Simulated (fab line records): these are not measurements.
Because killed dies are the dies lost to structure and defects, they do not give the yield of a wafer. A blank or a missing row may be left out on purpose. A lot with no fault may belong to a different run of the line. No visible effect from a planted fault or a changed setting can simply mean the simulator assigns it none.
fab line records | flow nandHarc
[record] lots = 6 | wafers = 18 | lastDay = 23
route steps=1159 shown A_ZERO_WELL@403 A_SOURCE_PLATE@413 END@1159
lots untouched by any fault: they come from a run of this same line in which no faults occurred
startH: start of the lot's first displayed wafer, in hours after the record's first day | waitH: hours from the lot's prior step to this one | " same as the row above | L1.1+2: a single row standing in for several wafers | - value missing, or start not given | * or withheld: withheld | < > ~ a bound
route shown NAME@n: a module of which the file shows steps, and the number in the route of the first | usual: average and standard deviation across the fault-free wafers | same: alike in all rows | chamber/n: place in a boat | sites: each site's reading | _std_site: their standard deviation | _edge_site: mean of outer sites minus mean of inner sites | radiusMm: for every site, how far away it sits from the centre of the wafer | mask NAME#n: copy n | behind: the last tool/chamber to shape the wafer | hold: what put the lot on hold/how long, in hours/how the hold closed | device: the transistor (n, p or np) that didn't switch | end of line: tests run on the same wafers once the route is complete | a step with no rows: only its recipe | killed: dies lost to structure and defects at the first sort, not the wafer's yield | map: per-die view of a wafer (x killed, . not killed, _ where there is no die)
set.NAME: the run value of the setting; set.NAME@STEP: its run value at that earlier step | model.NAME: the simulator's own value behind a step, which no gauge read
lots seen at some steps along the route; tables by step, rows by wafer
services: the hour from which a tool's chamber was out of use, counted from the record's first day as startH (under 0 if before that day), plus the number of hours and why
[[steps]]
[step NHARC_A_ZERO_WELL_DESCUM_12]
[recipe] timeS = 3 | o2FlowSccm = 200 | arFlowSccm = 0 | biasPowerW = 0 | chemistry = O2
[usual] drypumpMotorCurrentA = 6.0/0.55 | oesProductAu = 0.996/0.0097 | rfVppV = 57.8/0.91 | showerheadPlenumPTorr = 1.92/0.072 | throttleValvePct = 11.311/0.0087
lot.wafer | tool       | chamber | startH | waitH | drypumpMotorCurrentA | oesProductAu | rfHoursCounterH | rfVppV | showerheadPlenumPTorr | throttleValvePct
L315.1    | rieDiel-01 | 1       | 147.08 | -     | 6.3                  | 0.988        | 0               | 58.9   | 2.01                  | 11.316
L315.4    | "          | 2       | "      | "     | 4.9                  | 0.984        | 0               | 58.0   | 1.88                  | 11.311
L315.6    | "          | 2       | "      | "     | 4.9                  | 0.977        | -               | 57.9   | 1.88                  | 11.310
L317.1    | rieDiel-10 | 0       | 148.50 | -     | 5.8                  | 1.008        | 13              | 57.3   | 1.86                  | 11.326
L317.4    | "          | 1       | "      | "     | 6.1                  | 1.004        | 13              | 57.1   | 1.90                  | 11.300
L317.6    | "          | 3       | "      | "     | 6.0                  | 1.006        | -               | 58.3   | 1.84                  | 11.300
L322.3    | rieDiel-01 | 3       | 179.72 | -     | 6.4                  | 0.987        | 3               | 57.4   | 1.83                  | 11.317
L322.2    | "          | 0       | "      | "     | 6.3                  | 0.993        | 3               | 58.5   | 2.01                  | 11.301
L322.6    | "          | 3       | "      | "     | 6.4                  | 1.002        | -               | 58.2   | 1.83                  | 11.312
L324.2    | rieDiel-01 | 1       | 196.67 | -     | 6.3                  | 0.995        | 3               | 57.3   | 2.01                  | 11.306
L324.1    | "          | 3       | "      | "     | 6.4                  | 0.997        | 3               | 56.8   | 1.82                  | 11.306
L324.3    | "          | 0       | "      | "     | 6.4                  | 1.001        | 3               | 58.5   | 2.01                  | 11.317
L326.4    | rieDiel-10 | 0       | 208.87 | -     | 5.8                  | 1.009        | 3               | 56.1   | 1.86                  | 11.303
L326.6    | "          | 1       | "      | "     | 6.1                  | 1.017        | -               | 56.9   | 1.90                  | 11.297
L326.5    | "          | 2       | "      | "     | 5.5                  | 0.984        | -               | 59.0   | 1.92                  | 11.299
L334.1    | rieDiel-10 | 2       | 253.02 | -     | 5.5                  | 1.003        | 8               | 57.9   | 1.92                  | 11.314
L334.6    | "          | 0       | "      | "     | 5.8                  | 1.017        | -               | 58.1   | 1.86                  | 11.315
L334.5    | "          | 1       | "      | "     | 6.1                  | 1.004        | -               | 59.1   | 1.90                  | 11.321
[step NHARC_A_ZERO_WELL_ETCH_19]
[recipe] targetDepthA = 800 | overetchA = 240 | timeS = 87.88 | ionEnergyEv = 200 | n2FlowSccm = 150 | h2FlowSccm = 150 | arFlowSccm = 0 | rfW = 400 | biasW = 150 | chemistry = N2/H2
[usual] drypumpMotorCurrentA = 6.0/0.54 | oesProductAu = 0.995/0.01 | rfVppV = 430.6/2.4 | showerheadPlenumPTorr = 2.05/0.08 | throttleValvePct = 14.171/0.0083
lot.wafer | tool       | chamber | startH | waitH | drypumpMotorCurrentA | oesProductAu | rfHoursCounterH | rfVppV | showerheadPlenumPTorr | throttleValvePct
L315.1    | rieDiel-01 | 3       | 147.16 | 0.1   | 6.5                  | 0.997        | 0               | 428.1  | 1.94                  | 14.178
L315.4    | "          | 0       | "      | "     | 6.4                  | 0.976        | 0               | 433.4  | 2.14                  | 14.173
L315.6    | "          | 3       | "      | "     | 6.4                  | 1.008        | -               | 427.7  | 1.94                  | 14.165
L317.4    | rieDiel-10 | 0       | 148.57 | 0.1   | 5.8                  | 1.004        | 13              | 429.1  | 1.98                  | 14.175
L317.1    | "          | 3       | "      | "     | 6.0                  | 1.002        | 13              | 429.7  | 1.96                  | 14.170
L317.6    | "          | 1       | "      | "     | 6.1                  | 1.004        | -               | 430.3  | 2.03                  | 14.167
L322.3    | rieDiel-01 | 1       | 179.80 | 0.1   | 6.3                  | 0.982        | 3               | 431.5  | 2.14                  | 14.178
L322.2    | "          | 3       | "      | "     | 6.5                  | 1.002        | 3               | 426.8  | 1.94                  | 14.177
L322.6    | "          | 0       | "      | "     | 6.4                  | 0.987        | -               | 434.3  | 2.14                  | 14.175
L324.3    | rieDiel-01 | 3       | 196.76 | 0.1   | 6.5                  | 1.011        | 3               | 426.9  | 1.94                  | 14.173
L324.1    | "          | 0       | "      | "     | 6.4                  | 0.993        | 3               | 433.3  | 2.14                  | 14.159
L324.2    | "          | 1       | "      | "     | 6.3                  | 0.991        | 3               | 433.1  | 2.14                  | 14.168
L326.4    | rieDiel-10 | 2       | 208.95 | 0.1   | 5.5                  | 0.982        | 3               | 430.5  | 2.05                  | 14.164
L326.5    | "          | 3       | "      | "     | 6.0                  | 1.011        | -               | 430.1  | 1.95                  | 14.181
L326.6    | "          | 0       | "      | "     | 5.8                  | 1.005        | -               | 428.9  | 1.98                  | 14.183
L334.1    | rieDiel-10 | 1       | 253.10 | 0.1   | 6.1                  | 1.000        | 9               | 428.5  | 2.02                  | 14.166
L334.6    | "          | 0       | "      | "     | 5.8                  | 1.005        | -               | 428.2  | 1.98                  | 14.172
L334.5    | "          | 1       | "      | "     | 6.1                  | 1.001        | -               | 430.5  | 2.02                  | 14.182
[step NHARC_A_ZERO_WELL_ETCH_13]
[recipe] targetDepthA = 1200 | timeS = 40.1 | hbrFlowSccm = 150 | cl2FlowSccm = 50 | rfW = 400 | icpW = 400 | biasW = 100 | chemistry = HBr/Cl2
[usual] drypumpMotorCurrentA = 5.8/0.38 | oesProductAu = 1.000/0.0096 | throttleValvePct = 26.405/0.0092
lot.wafer | tool     | chamber | startH | waitH | drypumpMotorCurrentA | oesProductAu | rfHoursCounterH | throttleValvePct
L315.1    | rieSi-01 | 2       | 147.31 | -     | 6.5                  | 1.007        | 0.1             | 26.398
L315.4    | "        | 3       | "      | "     | 5.8                  | 0.994        | 0.1             | 26.417
L315.6    | "        | 0       | "      | "     | 5.5                  | 1.015        | -               | 26.393
L317.1    | rieSi-05 | 2       | 148.71 | -     | 5.5                  | 1.017        | 0.6             | 26.407
L317.4    | "        | 1       | "      | "     | 5.8                  | 0.988        | -               | 26.419
L317.6    | "        | 2       | "      | "     | 5.5                  | 1.015        | -               | 26.401
L322.3    | rieSi-05 | 1       | 179.93 | -     | 5.8                  | 0.996        | 0.8             | 26.391
L322.2    | "        | 3       | "      | "     | 6.2                  | 1.001        | 0.9             | 26.416
L322.6    | "        | 1       | "      | "     | 5.7                  | 0.995        | -               | 26.402
L324.3    | rieSi-01 | 1       | 196.87 | -     | 5.9                  | 1.018        | 0.4             | 26.406
L324.2    | "        | 2       | "      | "     | 6.5                  | 1.009        | 0.6             | 26.401
L324.1    | "        | 3       | "      | "     | 5.8                  | 0.992        | 0.5             | 26.412
L326.4    | rieSi-05 | 1       | 209.06 | -     | 5.8                  | 0.985        | 1.1             | 26.413
L326.5    | "        | 1       | "      | "     | 5.7                  | 0.987        | -               | 26.415
L326.6    | "        | 2       | "      | "     | 5.5                  | 1.008        | -               | 26.390
L334.1    | rieSi-01 | 1       | 253.25 | -     | 6.0                  | 1.018        | 0.9             | 26.396
L334.5    | "        | 2       | "      | "     | 6.4                  | 1.012        | -               | 26.408
L334.6    | "        | 3       | "      | "     | 5.8                  | 0.984        | -               | 26.403
[step NHARC_A_ZERO_WELL_STRIP_14]
[recipe] timeS = 900 | tempC = 130 | chemistry = SPM
[step NHARC_A_ZERO_WELL_IMPLANT_15]
[recipe] energyKev = 150 | doseCm2 = 1e+13 | tiltDeg = 7
[step NHARC_A_ZERO_WELL_PRECLEAN_22]
[recipe] timeS = 60 | tempC = 50 | bathAgeMin = 0 | chemistry = SC1
[step NHARC_A_ZERO_WELL_SRD_23]
[step NHARC_A_ZERO_WELL_RTA_16]
[recipe] tempC = 1000 | timeS = 10
[usual] lampPowerPct = 31.0/0.78 | wafer_temp_C_max = 1004.6/1.4
lot.wafer | tool         | chamber | startH | waitH | lampPowerPct | wafer_temp_C_max
L315.1    | rtpAnneal-01 | 0       | 148.23 | -     | 30.1         | 1004.1
L315.4    | "            | 0       | "      | "     | 30.1         | 1002.6
L315.6    | "            | 0       | "      | "     | 30.1         | 1002.4
L317.1    | rtpAnneal-01 | 0       | 149.62 | -     | 30.2         | 1002.6
L317.4    | "            | 0       | "      | "     | 30.2         | 1003.5
L317.6    | "            | 0       | "      | "     | 30.2         | 1003.8
L322.2    | rtpAnneal-02 | 0       | 180.85 | -     | 31.7         | 1004.5
L322.3    | "            | 0       | "      | "     | 31.7         | 1006.0
L322.6    | "            | 0       | "      | "     | 31.6         | 1004.7
L324.1    | rtpAnneal-02 | 0       | 197.79 | -     | 31.7         | 1006.7
L324.2    | "            | 0       | "      | "     | 31.7         | 1005.2
L324.3    | "            | 0       | "      | "     | 31.7         | 1004.5
L326.4    | rtpAnneal-02 | 0       | 210.06 | -     | 31.7         | 1004.6
L326.5    | "            | 0       | "      | "     | 31.7         | 1004.3
L326.6    | "            | 0       | "      | "     | 31.7         | 1004.2
L334.1    | rtpAnneal-01 | 0       | 254.12 | -     | 30.1         | 1004.3
L334.5    | "            | 0       | "      | "     | 30.1         | 1003.8
L334.6    | "            | 0       | "      | "     | 30.2         | 1002.0
[step NHARC_A_ZERO_WELL_INSPECT_17]
[usual] rawDefectCount = 12/6.9
lot.wafer | tool             | chamber | startH | waitH | rawDefectCount
L315.1    | defectInspect-01 | -       | 148.43 | 0.2   | 7
L315.4    | "                | -       | "      | "     | 6
L315.6    | "                | -       | "      | "     | 10
L317.1    | defectInspect-02 | -       | 149.82 | 0.2   | 5
L317.4    | "                | -       | "      | "     | 4
L317.6    | "                | -       | "      | "     | 10
L322.2    | defectInspect-01 | -       | 181.02 | 0.1   | 11
L322.3    | "                | -       | "      | "     | 4
L322.6    | "                | -       | "      | "     | 3
L324.1    | defectInspect-02 | -       | 197.99 | 0.2   | 12
L324.2    | "                | -       | "      | "     | 13
L324.3    | "                | -       | "      | "     | 11
L326.4    | defectInspect-02 | -       | 210.18 | 0.1   | 10
L326.5    | "                | -       | "      | "     | 9
L326.6    | "                | -       | "      | "     | 23
L334.1    | defectInspect-02 | -       | 254.32 | 0.2   | 13
L334.5    | "                | -       | "      | "     | 6
L334.6    | "                | -       | "      | "     | 7
[step NHARC_A_SOURCE_PLATE_PRECLEAN_00]
[recipe] timeS = 60 | chemistry = HF-LAST
[step NHARC_A_SOURCE_PLATE_SRD_01]
[step NHARC_A_SOURCE_PLATE_OXIDE_02]
[recipe] targetThkA = 100 | tempC = 900 | oxTimeS = 1362 | material = SiO2
[usual] spikeTcBottomC = 916.8/2 | spikeTcCentreC = 900.2/1.2
[same] oxTimeS = 1362
lot.wafer | tool       | chamber | startH | waitH | spikeTcBottomC | spikeTcCentreC
L315.1    | furnace-05 | 0       | 151.49 | -     | 918.3          | 899.4
L315.4    | "          | 0       | "      | "     | 919.4          | 897.8
L315.6    | "          | 0       | "      | "     | 917.8          | 901.7
L317.1    | furnace-05 | 0       | 151.49 | -     | 917.3          | 899.4
L317.4    | "          | 0       | "      | "     | 919.0          | 900.6
L317.6    | "          | 0       | "      | "     | 919.3          | 900.1
L322.2    | furnace-05 | 0       | 185.22 | -     | 916.7          | 899.1
L322.3    | "          | 0       | "      | "     | 917.5          | 900.6
L322.6    | "          | 0       | "      | "     | 917.7          | 899.3
L324.1    | furnace-03 | 0       | 203.58 | -     | 909.8          | 900.8
L324.2    | "          | 0       | "      | "     | 911.6          | 898.3
L324.3    | "          | 0       | "      | "     | 911.6          | 901.0
L324.1    | furnace-03 | 0       | 211.87 | 4.6   | 912.0          | 901.3
L324.2    | "          | 0       | "      | "     | 911.6          | 899.3
L324.3    | "          | 0       | "      | "     | 912.6          | 900.2
L326.4    | furnace-05 | 0       | 215.65 | -     | 918.7          | 899.6
L326.5    | "          | 0       | "      | "     | 915.7          | 899.9
L326.6    | "          | 0       | "      | "     | 917.0          | 897.8
L326.4    | furnace-05 | 0       | 222.90 | 3.6   | 918.4          | 899.5
L326.5    | "          | 0       | "      | "     | 917.9          | 899.7
L326.6    | "          | 0       | "      | "     | 918.7          | 901.5
L334.1    | furnace-05 | 0       | 257.37 | -     | 917.9          | 901.0
L334.5    | "          | 0       | "      | "     | 917.6          | 902.8
L334.6    | "          | 0       | "      | "     | 917.6          | 900.0
[step NHARC_A_SOURCE_PLATE_THK_MEAS_09]
[recipe] thkMeasGauge = ellipsometry
[usual] thkNm = 9.7/1.1
lot.wafer | tool         | chamber | startH | waitH | thkNm
L315.1    | filmMetro-02 | -       | 155.55 | 0.4   | 10.8
L315.4    | "            | -       | "      | "     | 10.9
L315.6    | "            | -       | "      | "     | 9.3
L317.1    | filmMetro-01 | -       | 155.57 | 0.4   | 11.3
L317.4    | "            | -       | "      | "     | 11.8
L317.6    | "            | -       | "      | "     | 9.2
L322.2    | filmMetro-02 | -       | 189.27 | 0.4   | 8.4
L322.3    | "            | -       | "      | "     | 9.8
L322.6    | "            | -       | "      | "     | 10.4
L324.1    | filmMetro-02 | -       | 216.31 | 0.7   | 16.5
L324.2    | "            | -       | "      | "     | 15.4
L324.3    | "            | -       | "      | "     | 16.7
L326.4    | filmMetro-01 | -       | 227.26 | 0.7   | 16.8
L326.5    | "            | -       | "      | "     | 15.5
L326.6    | "            | -       | "      | "     | 13.7
L334.1    | filmMetro-01 | -       | 261.44 | 0.4   | 10.4
L334.5    | "            | -       | "      | "     | 10.1
L334.6    | "            | -       | "      | "     | 11.1
[step NHARC_A_SOURCE_PLATE_PVD_04]
[recipe] targetThkA = 500 | material = WSi2
[step NHARC_END_SORT_01]
[recipe] tempC = 25
[usual] killedAtArray = 26/10 | killedAtOther = 0.5/0.87 | killedAtPeriphery = 3.0/2.5 | killedDies = 29/11 | killedOpen = 3.3/1.9 | killedShort = 1.8/1.5
[same] grossDies = 677
lot.wafer | tool      | chamber | startH | waitH | killedAtArray | killedAtOther | killedAtPeriphery | killedDies | killedOpen | killedShort
L315.1    | prober-01 | 0       | 460.34 | 2.5   | 31            | 0             | 4                 | 35         | 4          | 1
L315.4    | prober-01 | 0       | 462.74 | 3.4   | 26            | 0             | 1                 | 27         | 3          | 1
L315.6    | prober-01 | 0       | 464.33 | 4.0   | 36            | 0             | 6                 | 42         | 7          | 2
L322.6    | prober-02 | 0       | 495.33 | 4.0   | 29            | 0             | 1                 | 30         | 3          | 3
// killed by level:class
L315.1 A_CHANNEL_HOLE_D1:chamberFilmFlake=13 A_SLIT:chamberFilmFlake=11 A_CONTACT:chamberFilmFlake=2 P_GATE:geometricParticle:open=1 P_CONTACT:geometricParticle:open=1 P_M2:geometricParticle:open=1 A_CHANNEL_HOLE_D1:geometricParticle:short=1 A_CONTACT:geometricParticle:open=1
L315.4 A_CHANNEL_HOLE_D1:chamberFilmFlake=13 A_SLIT:chamberFilmFlake=6 A_CONTACT:geometricParticle:open=2 A_WL_FILL:chamberFilmFlake=1 A_WL_FILL:geometricParticle:short=1 A_BLC:geometricParticle:open=1 P_ZERO_WELL:chamberFilmFlake=1 A_ZERO_WELL:chamberFilmFlake=1
L315.6 A_CHANNEL_HOLE_D1:chamberFilmFlake=17 A_SLIT:chamberFilmFlake=9 A_ZERO_WELL:chamberFilmFlake=4 P_GATE:geometricParticle:open=2 A_CONTACT:chamberFilmFlake=2 P_STI:geometricParticle:open=1 P_CONTACT:geometricParticle:open=1 P_M0:geometricParticle:open=1
L322.6 A_CHANNEL_HOLE_D1:chamberFilmFlake=14 A_CONTACT:chamberFilmFlake=7 A_M0:geometricParticle:open=3 A_CHANNEL_FILL_D1:geometricParticle:short=2 A_BONDPAD:chamberFilmFlake=2 A_WL_FILL:geometricParticle:short=1 P_STI:chamberFilmFlake=1
[[services]]
tool       | chamber | startH | hours | kind
rieSi-01   | 1       | 124.63 | 12.7  | repair
rieSi-01   | -       | 127.00 | 9.0   | pm
rieDiel-10 | 0       | 131.07 | -     | clean
rieDiel-10 | 1       | 131.07 | -     | clean
rieDiel-10 | 2       | 131.07 | -     | clean
rieDiel-10 | 3       | 131.07 | -     | clean
rieDiel-01 | -       | 137.80 | 9.0   | pm
rieDiel-01 | 0       | 137.80 | 9.0   | ventCycle
rieDiel-01 | 1       | 137.80 | 9.0   | ventCycle
rieDiel-01 | 2       | 137.80 | 9.0   | ventCycle
rieDiel-01 | 3       | 137.80 | 9.0   | ventCycle
rieSi-05   | 0       | 145.53 | 4.8   | repair
rieDiel-01 | 0       | 146.80 | -     | clean
rieDiel-01 | 1       | 146.80 | -     | clean
rieDiel-01 | 2       | 146.80 | -     | clean
rieDiel-01 | 3       | 146.80 | -     | clean
rieDiel-10 | 0       | 155.70 | -     | clean
rieDiel-10 | -       | 176.50 | 9.0   | pm
rieSi-05   | 0       | 195.71 | 3.4   | repair
rieSi-01   | 2       | 197.75 | 10.8  | repair
rieDiel-10 | 0       | 201.07 | 1.8   | repair
rieDiel-01 | 1       | 219.90 | 15.9  | repair
rieDiel-01 | -       | 234.23 | 0.2   | repair
rieSi-05   | -       | 239.00 | 9.0   | pm
[[key]]
[firstSign] step = NHARC_A_SOURCE_PLATE_OXIDE_02 | reading = visit | direction = added
[effect] step = NHARC_A_SOURCE_PLATE_THK_MEAS_09 | reading = thkNm | direction = up | sigmas = 5.5 | usual = 9.7 | struck = 15.8
metAt NHARC_A_SOURCE_PLATE_OXIDE_02
struckWafers L324.1,L324.2,L324.3,L326.4,L326.5,L326.6
testerLeftOut L324,L326
[fault] kind = repeatedStepWhole | tool = furnace-03,furnace-05,furnace-06 | chamber = - | onsetH = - | steps = NHARC_A_SOURCE_PLATE_OXIDE_02 | times = 1 | scope = struckLotsOnly
// testerLeftOut: of these lots the tester's yield and bins aren't shown, on N5 and GAA mostly nor the transistor test; their killed dies are dies lost to structure and defects alone, not to doping, threshold or leakage, so they don't give the yield
